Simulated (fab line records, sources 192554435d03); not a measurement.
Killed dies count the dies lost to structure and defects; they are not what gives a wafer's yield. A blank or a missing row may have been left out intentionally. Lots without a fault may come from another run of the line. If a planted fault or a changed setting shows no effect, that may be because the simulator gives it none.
Matching of chambers ; flow n5_finfet ; N5_HKMG_FIN_STRIP_92 on rie_diel-01: 4 sister chambers
The step strips SOC in N2/H2, time 20 s. 7 wafers are shown with their chamber, then 7 later ones without.

WAFERS WITH THEIR CHAMBER
wafer;chamber;drypump_motor_current_A (A);throttle_valve_pct (%)
L077.3;1;5.3;18.72
L078.4;1;5.2;18.68
L074.1;2;5.0;19.05
L074.5;0;6.3;19.06
L074.6;2;5.0;19.06
L087.1;0;6.4;19.10
L087.3;3;5.4;19.10

WAFERS WHOSE CHAMBER IS MISSING
wafer;drypump_motor_current_A (A);throttle_valve_pct (%)
L087.6;6.4;19.11
L093.1;5.2;18.75
L093.2;5.0;19.10
L093.4;5.4;19.12
L094.1;5.4;19.11
L094.2;5.2;18.75
L094.5;6.4;19.12

EACH ONE'S CHAMBER
wafer;from the rows above;in truth
L087.6;0;0
L093.1;1;1
L093.2;2;2
L093.4;3;3
L094.1;3;3
L094.2;1;1
L094.5;0;0
Placed correctly: 7 of 7. Can't be placed from these rows: 0. 0 placed wrongly.
How it was worked out, from the rows above alone: a wafer's distance from a chamber is the root of the sum, over the readings, of the square of ((its reading less the chamber's mean) divided by the reading's scatter). If the next closest chamber is less than 2 further off than the closest, the wafer can't be placed; otherwise it belongs to the closest. The mean given for a chamber averages the wafers shown for that chamber. The scatter: take each reading less its chamber's mean, square it, sum over the shown wafers, divide by the number of wafers less the number of chambers, and take the root.
